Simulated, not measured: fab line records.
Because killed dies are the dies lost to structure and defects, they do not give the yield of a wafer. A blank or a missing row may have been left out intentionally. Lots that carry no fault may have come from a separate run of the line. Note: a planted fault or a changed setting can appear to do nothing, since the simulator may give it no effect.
The tool behind it: which one? ; flow nand harc ; 13 lots, 39 wafers sampled, at 4 steps of a route of 1302

== WHAT EACH GAUGE READ, for each wafer ==
NHARC_A_WL_FILL_INSPECT_15. Usual: raw defect count at 534, with a standard deviation of 160.
lot;measured;on;raw defect count;flag
L802;day 22 23:28;defect inspect-01;612 730 958;
L805;day 24 12:15;defect inspect-01;702 633 356;
L804;day 24 12:08;defect inspect-02;387 398 475;
L806;day 25 10:02;defect inspect-01;554 780 1081;
L807;day 25 16:06;defect inspect-02;391 369 449;
L810;day 26 02:20;defect inspect-02;501 465 734;
L812;day 26 20:04;defect inspect-01;462 896 581;
L811;day 26 20:04;defect inspect-01;475 382 601;
L813;day 27 20:47;defect inspect-01;528 578 552;
L815;day 28 10:29;defect inspect-01;511 534 383;
L814;day 28 10:28;defect inspect-01;388 395 747;
L817;day 29 08:18;defect inspect-01;540 532 436;
L818;day 29 23:02;defect inspect-01;645 362 422;

== TOOL THAT RAN EACH LOT (tool first, then ch and the chambers of the sampled wafers, then the start) ==
lot;NHARC_A_WL_FILL_ETCHBACK_17;NHARC_A_WL_FILL_ETCHBACK_26;NHARC_A_WL_FILL_CVD_20
L802;rie metal-02 ch 0,1, day 22 19:16;rie si-01 ch 0,1,2, day 22 22:20;cvd w-01 ch 0,1, day 22 23:28 or earlier
L805;rie metal-03 ch 0, day 24 05:47;rie si-06 ch 0,1, day 24 10:55;cvd w-02 ch 0,1, day 24 12:15 or earlier
L804;rie metal-02 ch 0,1, day 24 05:50;rie si-01 ch 1,2, day 24 10:54;cvd w-01 ch 0,1, day 24 12:08 or earlier
L806;rie metal-03 ch 0,1, day 25 03:49;rie si-06 ch 0,1,3, day 25 08:54;cvd w-01 ch 0,1, day 25 10:02 or earlier
L807;rie metal-02 ch 0,1, day 25 09:43;rie si-04 ch 0,2,3, day 25 14:56;cvd w-02 ch 0,1, day 25 16:06 or earlier
L810;rie metal-03 ch 0,1, day 25 19:58;rie si-06 ch 0,1,2, day 26 01:13;cvd w-02 ch 0,1, day 26 02:20 or earlier
L812;rie metal-03 ch 0,1, day 26 13:48;rie si-04 ch 0,1,3, day 26 18:57;cvd w-02 ch 1, day 26 20:04 or earlier
L811;rie metal-01 ch 0,1, day 26 15:08;rie si-06 ch 0,2,3, day 26 18:59;cvd w-01 ch 0,1, day 26 20:04 or earlier
L813;rie metal-03 ch 0,1, day 27 14:25;rie si-01 ch 0,1, day 27 19:36;cvd w-01 ch 0,1, day 27 20:47 or earlier
L815;rie metal-03 ch 0,1, day 28 03:38;rie si-01 ch 1,2,3, day 28 09:19;cvd w-02 ch 1, day 28 10:29 or earlier
L814;rie metal-02 ch 0, day 28 03:40;rie si-04 ch 0,1,2, day 28 09:20;cvd w-01 ch 0, day 28 10:28 or earlier
L817;rie metal-02 ch 0, day 29 01:50;rie si-01 ch 1,3, day 29 07:09;cvd w-02 ch 0,1, day 29 08:18 or earlier
L818;rie metal-03 ch 0,1, day 29 16:33;rie si-01 ch 1,3, day 29 21:46;cvd w-01 ch 0,1, day 29 23:02 or earlier
- NHARC_A_WL_FILL_ETCHBACK_17: etches the open film in Cl2/BCl3, target depth 4 nm, time 26.7 s.
- NHARC_A_WL_FILL_ETCHBACK_26: etches the open film in HBr, target depth 52 nm, time 13.3 s.
- NHARC_A_WL_FILL_CVD_20: deposits W, target thk 100 nm, time 74 s.

== WHAT THE TOOLS THEMSELVES READ (means of the sampled wafers that have a number; where no wafer has one, the mark that the record gives instead) ==
NHARC_A_WL_FILL_ETCHBACK_17. Usual: drypump motor current A 6.0 A, standard deviation 0.48; oes product au 1.001 a.u., standard deviation 0.01; run length s 48.1 s, standard deviation 0.51.
lot;tool;drypump motor current A (A);oes product au (a.u.);run length s (s);flag
L802;rie metal-02;5.6;1.002;47.3;
L805;rie metal-03;6.5;1.007;48.3;
L804;rie metal-02;5.6;1.006;47.7;
L806;rie metal-03;6.3;1.003;48.3;
L807;rie metal-02;5.6;1.006;47.5;
L810;rie metal-03;6.4;1.007;48.5;
L812;rie metal-03;6.4;1.004;48.7;
L811;rie metal-01;5.3;1.003;48.3;
L813;rie metal-03;6.4;1.010;48.4;
L815;rie metal-03;6.4;1.017;48.4;
L814;rie metal-02;5.7;0.991;47.6;
L817;rie metal-02;5.7;0.989;47.9;
L818;rie metal-03;6.4;0.997;48.3;

NHARC_A_WL_FILL_ETCHBACK_26. Usual: drypump motor current A 5.6 A, standard deviation 0.34; oes product au 0.999 a.u., standard deviation 0.013; run length s 34.47 s, standard deviation 0.3; throttle valve pct 23.267 %, standard deviation 0.0081.
lot;tool;drypump motor current A (A);oes product au (a.u.);run length s (s);throttle valve pct (%);flag
L802;rie si-01;5.6;1.000;34.25;23.268;
L805;rie si-06;5.5;1.006;34.39;23.264;
L804;rie si-01;5.6;1.006;34.88;23.267;
L806;rie si-06;5.5;0.998;34.49;23.273;
L807;rie si-04;5.5;1.004;34.64;23.265;
L810;rie si-06;5.4;0.988;34.37;23.266;
L812;rie si-04;5.4;1.009;34.45;23.267;
L811;rie si-06;5.2;0.987;34.45;23.273;
L813;rie si-01;5.6;1.004;33.96;23.260;
L815;rie si-01;5.8;1.007;34.49;23.262;
L814;rie si-04;5.5;1.005;34.61;23.266;
L817;rie si-01;5.8;0.991;30.58;23.258;OFF
L818;rie si-01;6.1;0.992;30.89;23.269;OFF

NHARC_A_WL_FILL_CVD_20. Usual: heater power w 816 W, standard deviation 54; throttle valve pct 7.80 %, standard deviation 0.21.
lot;tool;heater power w (W);throttle valve pct (%);flag
L802;cvd w-01;744;7.76;
L805;cvd w-02;877;7.91;
L804;cvd w-01;814;7.74;
L806;cvd w-01;806;7.76;
L807;cvd w-02;851;7.88;
L810;cvd w-02;877;7.81;
L812;cvd w-02;880;7.91;
L811;cvd w-01;813;7.98;
L813;cvd w-01;820;7.78;
L815;cvd w-02;901;7.52;
L814;cvd w-01;807;7.84;
L817;cvd w-02;839;7.57;
L818;cvd w-01;792;7.75;

== THE ANSWER, worked out from the rows above alone ==
Rule: take the mean of a lot's wafers that have a number; if it is more than 3 standard deviations from the usual mean, the lot is off. Also off: a lot with no number at a reading for which 4 or more lots have one. All remaining lots with rows at the step are treated as sound. First the gauges in route order, then the tools' own readings, where a lot's mean is used as printed above. At the first step where some lot is off, the reading lying furthest off is the one used; lots without a number count as furthest.
Off at NHARC_A_WL_FILL_ETCHBACK_26 (run length s): L817, L818.
If a tool, at that step or one of the process steps before it, ran each lot that is off and ran no sound lot following the first of them, it fits. One candidate fits, namely rie si-01 at NHARC_A_WL_FILL_ETCHBACK_26. Its last sound lot is L815 (day 28 09:19), its first lot that is off L817 (day 29 07:09): a fault that began between those two fits.
The tool's own readings at NHARC_A_WL_FILL_ETCHBACK_26 bear it out: on the lots that are off they differ by more than 5 times the standard deviation of the sound lots' means. run length s reads 30.73 s there against 34.45 s on the sound lots.

== WHAT THE SIMULATOR PUT IN ==
Process parameter drift: rie si-01, from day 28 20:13 on, at NHARC_A_WL_FILL_ETCHBACK_26. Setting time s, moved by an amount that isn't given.
Struck lots among those shown: L817, L818. The rule given above showed the same thing.
